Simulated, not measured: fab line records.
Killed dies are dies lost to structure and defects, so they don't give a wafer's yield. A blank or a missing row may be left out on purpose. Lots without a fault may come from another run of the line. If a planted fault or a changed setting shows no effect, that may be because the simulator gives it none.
Comparing a struck lot with a sound one :: flow n5_finfet :: 14 out of 1938 route steps
Sound: the wafers L685.1, L685.3, L685.5. Struck: wafers L698.1, L698.5 (left out: L698.4, a lot-mate that was not struck); the cause follows at the end.
Each step with rows lists, per side, the tool, then ch with its chambers, then its first start. Under that, the readings that differ: sound wafers :: struck wafers :: difference of the means :: sigmas: that difference in standard deviations of wafers without a fault.
alike: readings with means less than 2 such deviations apart, plus words and numbers identical on both sides. not compared: withheld readings, readings lacking a value on some wafer, bounds such as >300 that could conceal the same value, and numbers that have no deviation in the record and whose values overlap.
Wherever a step has rows on one side only, a row that says differs or no value, or a row with sigmas, the two part there. Numbers that don't overlap but have no deviation are shown without sigmas and don't part them. Lack of a reading on every wafer of one side parts them only where that side has two or more wafers.

first, 2 steps without rows for these wafers: N5_BEOL_M10_PRECLEAN_42 (cleans in residue remover, time 60 s); N5_BEOL_M10_SRD_43 (time 30 s).
N5_BEOL_M10_CD_MEAS_35: target cd 70 nm.
  sound on cd_sem-01 at day 10 14:03; struck on cd_sem-01 at day 14 01:01
  alike: cd_nm
then, 1 step without rows for these wafers: N5_BEOL_M10_CURE_72 (cures SiCOH lowk, time 120 s).
N5_BEOL_M10_DEGAS_44: time 60 s.
  sound on pvd_sputter-03 at day 10 14:27; struck on pvd_sputter-03 at day 14 01:22
  alike: heater_power_w
N5_BEOL_M10_PRE_CLEAN_45: time 30 s.
  sound on pvd_sputter-03 at day 10 14:29; struck on pvd_sputter-03 at day 14 01:25
  alike: heater_power_w
N5_BEOL_M10_ALD_74: deposits TaN, target thk 2 nm, pulse time 2 s, purge time 3 s.
  sound on ald_metal-03 ch 0,3, day 10 14:34; struck on ald_metal-04 ch 0,3, day 14 01:28
reading: heater_power_w (W)
sound: 315 374 317
struck: 499 402
difference: +115
sigmas: +2
  alike: precursor_vessel_temp_c
then, 2 steps without rows for these wafers: N5_BEOL_M10_SURFACE_TREAT_76; N5_BEOL_M10_CVD_75 (deposits Co from CCTBA/H2, target thk 2 nm, time 138.9 s).
N5_BEOL_M10_SPUTTER_48: material Cu, target thk 12 nm, time 2 s.
  sound on pvd_sputter-03 at day 10 15:05; struck on pvd_sputter-02 at day 14 03:49
  alike: throttle_valve_pct
then, 1 step without rows for these wafers: N5_BEOL_M10_ECD_50 (material Cu, target thk 318 nm).
N5_BEOL_M10_ANNEAL_51: time 90 s.
  sound on rtp_anneal-02 ch 0, day 10 15:49; struck on rtp_anneal-01 ch 0, day 14 04:08
  alike: wafer_temp_C_max
N5_BEOL_M10_CMP_52: polishes, stops on SiCOH lowk, t overpolish 7 s, target thk 140 nm.
  sound on cmp-04 ch 0,3, day 10 16:07; struck on cmp-03 ch 1, day 14 04:26
reading: barrier_field_endpoint_s (s)
sound: 28.1 29.0 28.5
struck: 16.5 16.3
difference: -12.1
sigmas: -18

reading: clearing_platen_down_force_psi (psi)
sound: 1.501 1.503 1.505
struck: 1.497 1.496
difference: -0.006
sigmas: -2

reading: time_to_endpoint_s (s)
sound: 61.5 63.5 63.1
struck: 39.4 38.2
difference: -23.9
sigmas: -9
  alike: motor_current_A, overpolish_run_s, slurry_filter_dp_kPa
N5_PASSIVATION_PROBE_49:
  the record has rows for the sound wafers here (prober-01, day 12 18:01) and none for the struck ones

WHERE THEY PART
Earliest at N5_BEOL_M10_ALD_74; latest, in this record, at N5_PASSIVATION_PROBE_49.

WHY: what had been put in by the simulator
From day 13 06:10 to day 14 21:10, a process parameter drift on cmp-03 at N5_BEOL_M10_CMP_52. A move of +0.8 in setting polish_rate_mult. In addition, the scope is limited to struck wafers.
